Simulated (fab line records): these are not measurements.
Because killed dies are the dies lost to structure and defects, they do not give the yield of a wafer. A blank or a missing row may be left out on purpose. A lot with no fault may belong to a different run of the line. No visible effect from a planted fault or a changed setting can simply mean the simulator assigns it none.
Matching of chambers / flow n5_finfet / N5_MOL_CONTACT_COAG_ETCH_89 on rie_diel-05: 4 sister chambers
The step etches underlayer in N2/H2, target depth 13 nm, time 10.4 s. 14 wafers are shown with their chamber, then 7 later ones without.

## WAFERS, EACH WITH ITS CHAMBER
wafer=L076.1; chamber=0; showerhead_plenum_p_Torr (Torr)=2.60; throttle_valve_pct (%)=18.02; rf_vpp_V (V)=524.8
wafer=L076.2; chamber=1; showerhead_plenum_p_Torr (Torr)=2.54; throttle_valve_pct (%)=17.53; rf_vpp_V (V)=523.4
wafer=L076.5; chamber=1; showerhead_plenum_p_Torr (Torr)=2.54; throttle_valve_pct (%)=17.52; rf_vpp_V (V)=522.3
wafer=L079.2; chamber=2; showerhead_plenum_p_Torr (Torr)=2.64; throttle_valve_pct (%)=18.08; rf_vpp_V (V)=527.3
wafer=L079.3; chamber=0; showerhead_plenum_p_Torr (Torr)=2.60; throttle_valve_pct (%)=18.05; rf_vpp_V (V)=525.1
wafer=L079.4; chamber=1; showerhead_plenum_p_Torr (Torr)=2.54; throttle_valve_pct (%)=17.55; rf_vpp_V (V)=522.5
wafer=L086.3; chamber=3; showerhead_plenum_p_Torr (Torr)=2.40; throttle_valve_pct (%)=17.83; rf_vpp_V (V)=519.4
wafer=L086.4; chamber=1; showerhead_plenum_p_Torr (Torr)=2.53; throttle_valve_pct (%)=17.54; rf_vpp_V (V)=522.4
wafer=L086.5; chamber=2; showerhead_plenum_p_Torr (Torr)=2.63; throttle_valve_pct (%)=18.11; rf_vpp_V (V)=526.1
wafer=L089.1; chamber=3; showerhead_plenum_p_Torr (Torr)=2.40; throttle_valve_pct (%)=17.84; rf_vpp_V (V)=519.7
wafer=L089.3; chamber=2; showerhead_plenum_p_Torr (Torr)=2.63; throttle_valve_pct (%)=18.14; rf_vpp_V (V)=526.8
wafer=L089.5; chamber=3; showerhead_plenum_p_Torr (Torr)=2.40; throttle_valve_pct (%)=17.87; rf_vpp_V (V)=519.8
wafer=L092.4; chamber=2; showerhead_plenum_p_Torr (Torr)=2.63; throttle_valve_pct (%)=18.14; rf_vpp_V (V)=526.6
wafer=L092.5; chamber=3; showerhead_plenum_p_Torr (Torr)=2.39; throttle_valve_pct (%)=17.86; rf_vpp_V (V)=518.8

SIGNATURES, as means of the wafers listed above
reading=showerhead_plenum_p_Torr; chamber 0=2.6000; chamber 1=2.5375; chamber 2=2.6325; chamber 3=2.3975; scatter within a chamber=0.00474
reading=throttle_valve_pct; chamber 0=18.0350; chamber 1=17.5350; chamber 2=18.1175; chamber 3=17.8500; scatter within a chamber=0.021
reading=rf_vpp_V; chamber 0=524.950; chamber 1=522.650; chamber 2=526.700; chamber 3=519.425; scatter within a chamber=0.465
Rule: a wafer's distance from a chamber is the root of the sum, over the readings, of the square of ((its reading less the chamber's mean) divided by the reading's scatter). The wafer belongs to the nearest chamber; if the next one is less than 2 further off, it can't be placed. The scatter: take each reading less its chamber's mean, square it, sum over the shown wafers, divide by the number of wafers less the number of chambers, and take the root.

## WAFERS MISSING THEIR CHAMBER
wafer=L092.6; showerhead_plenum_p_Torr (Torr)=2.53; throttle_valve_pct (%)=17.56; rf_vpp_V (V)=522.0
wafer=L093.2; showerhead_plenum_p_Torr (Torr)=2.63; throttle_valve_pct (%)=18.14; rf_vpp_V (V)=526.4
wafer=L093.4; showerhead_plenum_p_Torr (Torr)=2.39; throttle_valve_pct (%)=17.86; rf_vpp_V (V)=519.0
wafer=L093.5; showerhead_plenum_p_Torr (Torr)=2.63; throttle_valve_pct (%)=18.15; rf_vpp_V (V)=527.1
wafer=L096.2; showerhead_plenum_p_Torr (Torr)=2.59; throttle_valve_pct (%)=17.70; rf_vpp_V (V)=525.6
wafer=L096.4; showerhead_plenum_p_Torr (Torr)=2.59; throttle_valve_pct (%)=17.70; rf_vpp_V (V)=526.0
wafer=L096.6; showerhead_plenum_p_Torr (Torr)=2.52; throttle_valve_pct (%)=17.61; rf_vpp_V (V)=521.8

## WHICH CHAMBER EACH ONE RAN IN
wafer=L092.6; from the rows above=1; in truth=1
wafer=L093.2; from the rows above=2; in truth=2
wafer=L093.4; from the rows above=3; in truth=3
wafer=L093.5; from the rows above=2; in truth=2
wafer=L096.2; from the rows above=can't be placed: 1 or 0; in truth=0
wafer=L096.4; from the rows above=can't be placed: 1 or 0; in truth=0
wafer=L096.6; from the rows above=1; in truth=1
Correct placement for 5 of the 7. Unplaceable from these rows: 2, with the true chamber sitting among the candidates in 2. Placed wrongly: 0.
